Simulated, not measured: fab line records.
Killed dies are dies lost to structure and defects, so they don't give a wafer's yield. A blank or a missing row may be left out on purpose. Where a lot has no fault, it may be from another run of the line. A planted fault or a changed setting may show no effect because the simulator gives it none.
fab line records	flow nandHarc
record lots=14	wafers=42	lastDay=33
route steps=1302 shown A_CONTACT@1091 THIN_TSV@1272 END@1302
lots that met no fault: from a run of the same line without faults
startH: hours from the record's opening day to when the first of the lot's shown wafers began	waitH: hours since the lot's step before	" unchanged from the row above	L1.1+2: one row covering several wafers at once	- no value present, or no start provided	* or withheld: withheld	< > ~ a bound
route shown NAME@n: NAME is a module with steps in the file, n the number in the route of the first one	usual: mean/standard deviation taken from wafers without a fault	same: alike in all rows	chamber/n: place in a boat	sites: per-site readings	_std_site: how widely they spread, as a standard deviation	_edge_site: mean of outer sites minus mean of inner sites	radiusMm: how far each site lies from the wafer's centre	mask NAME#n: copy n	behind: the last tool/chamber to shape the wafer	hold: what put the lot on hold/how long, in hours/how the hold closed	device: the transistor (n, p or np) that didn't switch	end of line: tests of these same wafers at the route's end	a step given without rows: its recipe and nothing more	killed: dies lost to structure and defects at the first sort, not the wafer's yield	map: the dies of a wafer, with x for killed, . for not killed, _ for no die there
set.NAME: the setting as run; set.NAME@STEP: as run at that earlier step	model.NAME: the simulator's own value behind a step, which no gauge read
the route's steps for a sample of lots (tables are steps, rows are wafers)
services: a tool's chamber out of use, with start hour (startH, from the record's first day; less than 0 if before it), hours out, and reason
## steps
# step NHARC_A_CONTACT_ETCH_139
# recipe sourceW=withheld	pressureMtorr=20	biasV=400	timeS=195	targetDepthA=8400	arFlowSccm=withheld	c4f8FlowSccm=11.5	o2FlowSccm=7.2	chemistry=C4F8/O2/Ar
lot.wafer	tool	chamber	startH	waitH	rfHoursCounterH
L403.1	harCapEtch-03	1	514.92	0.2	40
L403.3	"	1	"	"	-
L403.6	"	0	"	"	-
L404.3	harCapEtch-03	0	529.88	0.2	-
L404.6	"	0	"	"	-
L404.5	"	1	"	"	-
L405.2	harCapEtch-02	0	530.41	0.2	90
L405.3	"	0	"	"	-
L405.4	"	1	"	"	-
L406.4	harCapEtch-02	1	553.22	0.2	-
L406.3	"	0	"	"	-
L406.5	"	0	"	"	-
L407.2	harCapEtch-01	0	554.84	0.2	7
L407.3	"	1	"	"	-
L407.6	"	1	"	"	-
L408.2	harCapEtch-02	0	577.64	0.2	99
L408.1	"	1	"	"	99
L408.6	"	1	"	"	-
L410.1	harCapEtch-03	0	585.62	0.2	55
L410.4	"	1	"	"	-
L410.6	"	1	"	"	-
L418.4	harCapEtch-02	1	671.84	0.2	-
L418.6	"	1	"	"	-
L418.5	"	0	"	"	-
L420.2	harCapEtch-02	0	679.83	0.2	119
L420.3	"	1	"	"	-
L420.5	"	1	"	"	-
L421.4	harCapEtch-01	0	700.00	0.2	-
L421.3	"	1	"	"	-
L421.5	"	1	"	"	-
L424.3	harCapEtch-03	0	730.96	0.2	-
L424.6	"	0	"	"	-
L424.5	"	1	"	"	-
L423.2	harCapEtch-03	1	732.47	0.2	82
L423.3	"	0	"	"	-
L423.5	"	0	"	"	-
L426.3	harCapEtch-01	0	751.82	0.2	-
L426.6	"	0	"	"	-
L426.5	"	1	"	"	-
L425.2	harCapEtch-02	0	752.50	0.2	131
L425.3	"	0	"	"	-
L425.6	"	1	"	"	-
# step NHARC_THIN_TSV_PVD_19
# recipe targetThkA=200	chamberPressurePa=5	material=TaN
# usual throttleValvePct=29.8/0.7
lot.wafer	tool	chamber	startH	waitH	throttleValvePct
L403.1	pvdSputter-01	-	-	-	29.4
L403.3	"	-	"	"	30.8
L403.6	"	-	"	"	30.7
L404.3	pvdSputter-02	-	-	-	29.1
L404.6	"	-	"	"	30.0
L404.5	"	-	"	"	30.3
L405.3	pvdSputter-02	-	-	-	30.1
L405.4	"	-	"	"	29.0
L405.2	"	-	"	"	30.3
L407.2	pvdSputter-02	-	-	-	30.1
L407.3	"	-	"	"	30.1
L407.6	"	-	"	"	30.1
L406.3	pvdSputter-02	-	-	-	30.3
L406.4	"	-	"	"	30.1
L406.5	"	-	"	"	30.5
L408.1	pvdSputter-01	-	-	-	30.2
L408.2	"	-	"	"	29.5
L408.6	"	-	"	"	30.5
L410.4	pvdSputter-01	-	-	-	28.7
L410.1	"	-	"	"	29.7
L410.6	"	-	"	"	30.1
L418.4	pvdSputter-02	-	-	-	30.6
L418.6	"	-	"	"	30.4
L418.5	"	-	"	"	30.0
L420.2	pvdSputter-02	-	-	-	29.0
L420.3	"	-	"	"	30.7
L420.5	"	-	"	"	30.4
L421.4	pvdSputter-02	-	-	-	30.1
L421.3	"	-	"	"	30.5
L421.5	"	-	"	"	30.0
L424.3	pvdSputter-02	-	-	-	29.1
L424.5	"	-	"	"	30.2
L424.6	"	-	"	"	30.5
L423.2	pvdSputter-02	-	-	-	29.0
L423.3	"	-	"	"	30.8
L423.5	"	-	"	"	30.7
L426.3	pvdSputter-02	-	-	-	28.7
L426.6	"	-	"	"	30.8
L426.5	"	-	"	"	29.1
L425.2	pvdSputter-01	-	-	-	28.6
L425.3	"	-	"	"	29.4
L425.6	"	-	"	"	31.2
# step NHARC_THIN_TSV_CMP_21
# recipe tOverpolishS=30	targetThkNm=2000
# usual motorCurrentA=12.2/0.86	overpolishRunS=30.000/0.0085	padLifeWafers=181/120
lot.wafer	tool	chamber	startH	waitH	motorCurrentA	overpolishRunS	padLifeWafers
L403.1	cmp-01	3	553.94	-	12.1	29.995	277
L403.3	"	0	"	"	12.5	29.994	278
L403.6	"	2	"	"	12.3	29.991	-
L404.3	cmp-02	2	566.59	-	11.3	29.989	108
L404.6	"	2	"	"	11.8	29.994	-
L404.5	"	3	"	"	10.0	29.979	-
L405.2	cmp-04	3	567.65	-	12.5	30.000	156
L405.3	"	0	"	"	12.1	30.012	157
L405.4	"	1	"	"	12.9	30.012	158
L407.2	cmp-04	1	601.19	-	13.2	29.991	313
L407.3	"	3	"	"	12.3	30.004	315
L407.6	"	0	"	"	12.0	29.993	-
L406.3	cmp-01	3	602.36	-	12.0	29.993	60
L406.4	"	0	"	"	12.4	29.996	61
L406.5	"	0	"	"	12.5	29.996	-
L408.2	cmp-01	2	613.74	-	12.5	30.002	98
L408.1	"	3	"	"	12.3	30.006	99
L408.6	"	0	"	"	12.8	29.981	-
L410.1	cmp-04	1	621.45	-	11.9	29.999	385
L410.4	"	2	"	"	12.9	29.999	386
L410.6	"	1	"	"	12.7	29.993	-
L418.4	cmp-01	3	709.80	-	11.7	30.002	98
L418.6	"	1	"	"	12.1	30.008	-
L418.5	"	2	"	"	12.1	30.004	-
L420.2	cmp-02	1	715.59	-	12.9	30.008	296
L420.3	"	2	"	"	11.8	29.990	297
L420.5	"	0	"	"	13.0	30.017	-
L421.3	cmp-02	1	736.27	-	13.0	29.994	26
L421.4	"	2	"	"	12.2	30.006	27
L421.5	"	0	"	"	12.9	30.007	-
L424.3	cmp-04	2	766.93	-	12.4	29.993	115
L424.5	"	1	"	"	12.8	29.986	-
L424.6	"	2	"	"	12.2	30.001	-
L423.3	cmp-01	0	768.06	-	12.7	29.995	366
L423.2	"	2	"	"	11.6	30.006	368
L423.5	"	1	"	"	11.6	30.002	-
L426.3	cmp-01	3	788.54	-	12.2	29.996	9
L426.5	"	0	"	"	12.5	29.990	-
L426.6	"	1	"	"	12.0	29.979	-
L425.2	cmp-02	0	789.46	-	13.5	30.018	265
L425.3	"	1	"	"	13.0	29.999	266
L425.6	"	3	"	"	9.7	30.006	-
# step NHARC_THIN_TSV_CD_MEAS_33
# recipe targetCdNm=5000	landingEnergyEv=500
# usual cdNm=4999.4/1.3
lot.wafer	tool	chamber	startH	waitH	cdNm
L403.1	cdSem-01	0	555.50	-	4999.1
L403.3	"	0	"	"	4997.9
L403.6	"	0	"	"	4998.3
L404.3	cdSem-02	0	568.21	-	4999.3
L404.5	"	0	"	"	5000.4
L404.6	"	0	"	"	4999.9
L405.2	cdSem-03	0	569.13	-	5000.2
L405.3	"	0	"	"	4999.9
L405.4	"	0	"	"	4999.2
L407.2	cdSem-01	0	602.79	-	4998.4
L407.3	"	0	"	"	4998.9
L407.6	"	0	"	"	4997.2
L406.3	cdSem-02	0	603.96	-	4999.8
L406.4	"	0	"	"	4999.0
L406.5	"	0	"	"	4999.1
L408.1	cdSem-02	0	615.28	-	4998.9
L408.2	"	0	"	"	4999.7
L408.6	"	0	"	"	4999.7
L410.1	cdSem-02	0	622.90	-	4998.3
L410.4	"	0	"	"	4999.9
L410.6	"	0	"	"	4998.0
L418.4	cdSem-01	0	711.24	-	4997.6
L418.5	"	0	"	"	4996.8
L418.6	"	0	"	"	4998.8
L420.2	cdSem-01	0	717.01	-	4998.9
L420.3	"	0	"	"	4999.4
L420.5	"	0	"	"	5000.4
L421.3	cdSem-03	0	737.81	-	5000.4
L421.4	"	0	"	"	4999.3
L421.5	"	0	"	"	4999.9
L424.3	cdSem-02	0	768.53	-	4998.3
L424.5	"	0	"	"	4999.3
L424.6	"	0	"	"	4999.5
L423.2	cdSem-01	0	769.54	-	5003.4
L423.3	"	0	"	"	5004.5
L423.5	"	0	"	"	5002.7
L426.3	cdSem-02	0	790.06	-	4998.8
L426.5	"	0	"	"	5000.9
L426.6	"	0	"	"	5000.9
L425.2	cdSem-03	0	791.03	-	4998.6
L425.3	"	0	"	"	4998.5
L425.6	"	0	"	"	5000.8
# step NHARC_END_SORT_01
# recipe tempC=25
# usual killedAtArray=52/20	killedAtOther=1.0/1.3	killedAtPeriphery=3.7/2.2	killedDies=57/20	killedOpen=3.2/1.6	killedShort=2.4/1.6
# same grossDies=677
lot.wafer	tool	chamber	startH	waitH	killedAtArray	killedAtOther	killedAtPeriphery	killedDies	killedOpen	killedShort
L418.4	prober-01	0	721.54	3.4	65	2	2	69	2	1
L418.5	prober-01	0	722.34	3.7	122	0	1	123	1	4
L418.6	prober-01	0	723.14	4.0	55	2	5	62	3	2
L420.2	prober-01	0	727.73	2.8	139	1	4	144	2	1
L420.3	prober-01	0	728.51	3.1	77	0	10	87	5	4
L420.5	prober-01	0	730.08	3.6	68	0	8	76	2	3
# killed by level:class
L418.4 A_CHANNEL_HOLE_D1:chamberFilmFlake=26 A_CHANNEL_HOLE_D2:chamberFilmFlake=22 A_CONTACT:chamberFilmFlake=7 A_STAIRCASE:chamberFilmFlake=3 A_SLIT:chamberFilmFlake=3 THIN_TSV:chamberFilmFlake=2 A_CHANNEL_HOLE_D1:geometricParticle:short=1 A_ONON_D2:geometricParticle:open=1
L418.5 A_CONTACT:unspecified=58 A_CHANNEL_HOLE_D1:chamberFilmFlake=23 A_CHANNEL_HOLE_D2:chamberFilmFlake=18 A_CONTACT:chamberFilmFlake=10 A_STAIRCASE:chamberFilmFlake=6 A_SLIT:chamberFilmFlake=2 A_ONON_D1:geometricParticle:short=1 A_DECK1_JOINT:geometricParticle:short=1
L418.6 A_CHANNEL_HOLE_D1:chamberFilmFlake=25 A_CHANNEL_HOLE_D2:chamberFilmFlake=19 A_CONTACT:chamberFilmFlake=6 P_ZERO_WELL:chamberFilmFlake=2 THIN_TSV:chamberFilmFlake=2 P_CONTACT:geometricParticle:short=1 P_CONTACT:geometricParticle:open=1 A_CHANNEL_FILL_D1:geometricParticle:open=1
L420.2 A_CONTACT:unspecified=61 A_SLIT:chamberFilmFlake=36 A_CHANNEL_HOLE_D1:chamberFilmFlake=32 A_CHANNEL_FILL_D1:chamberFilmFlake=3 A_STAIRCASE:chamberFilmFlake=3 P_CONTACT:chamberFilmFlake=2 A_CHANNEL_FILL_D1:geometricParticle:open=1 A_DECK1_JOINT:geometricParticle:short=1
L420.3 A_CHANNEL_HOLE_D1:chamberFilmFlake=32 A_SLIT:chamberFilmFlake=31 P_STI:chamberFilmFlake=6 A_CONTACT:chamberFilmFlake=5 A_CHANNEL_FILL_D2:geometricParticle:open=2 P_GATE:chamberFilmFlake=2 P_CONTACT:geometricParticle:open=1 A_ONON_D1:geometricParticle:short=1
L420.5 A_SLIT:chamberFilmFlake=32 A_CHANNEL_HOLE_D1:chamberFilmFlake=23 P_STI:chamberFilmFlake=4 A_CONTACT:chamberFilmFlake=4 A_CHANNEL_FILL_D1:chamberFilmFlake=3 P_GATE:chamberFilmFlake=2 P_M0:geometricParticle:short=1 A_SOURCE_PLATE:geometricParticle:open=1
## services
tool	chamber	startH	hours	kind
pvdSputter-02	-	505.00	23.0	repair
cmp-01	-	519.95	3.2	repair
cmp-01	-	524.38	0.6	repair
cmp-04	-	525.58	2.0	repair
cmp-02	-	526.50	4.0	pm
cmp-04	-	527.61	4.0	pm
pvdSputter-02	-	540.03	2.4	repair
cmp-04	-	547.90	1.1	repair
cmp-02	-	551.24	11.4	repair
pvdSputter-01	-	553.21	1.1	repair
cmp-04	-	553.76	2.7	repair
pvdSputter-01	-	582.00	10.0	pm
cmp-01	-	585.98	4.0	pm
cmp-02	-	624.50	4.0	pm
cmp-04	-	625.62	4.0	pm
pvdSputter-02	-	626.80	3.5	repair
pvdSputter-01	-	634.66	4.1	repair
pvdSputter-02	-	658.26	10.0	pm
cmp-01	-	668.25	1.4	repair
cmp-01	-	683.99	4.0	pm
cmp-01	-	743.78	1.1	repair
harCapEtch-02	-	754.00	17.0	pm
cmp-01	-	780.98	1.4	repair
cmp-01	-	782.39	4.0	pm
## key
firstSign step=NHARC_END_SORT_01	reading=killedAtArray	direction=up	sigmas=4	usual=52	struck=130
effect step=NHARC_END_SORT_01	reading=killedDies	direction=up	sigmas=3.8	usual=57	struck=134
moreKillsBornAt NHARC_A_CONTACT_ETCH_139@harCapEtch-02=116
metAt NHARC_A_CONTACT_ETCH_139
struckLots L418,L420
struckWafers L418.5,L420.2
testerLeftOut L418,L420
notActingAt NHARC_THIN_TSV_PVD_19,NHARC_THIN_TSV_CMP_21,NHARC_THIN_TSV_CD_MEAS_33
onsetBetween 577.64 671.84
fault kind=chamberParticleSource	tool=harCapEtch-02	chamber=0	onsetH=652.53	steps=NHARC_A_CONTACT_ETCH_139	ratePerVisitCm2=0.53243	endH=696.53
# testerLeftOut: of these lots the tester's yield and bins aren't shown, on N5 and GAA mostly nor the transistor test; their killed dies are dies lost to structure and defects alone, not to doping, threshold or leakage, so they don't give the yield
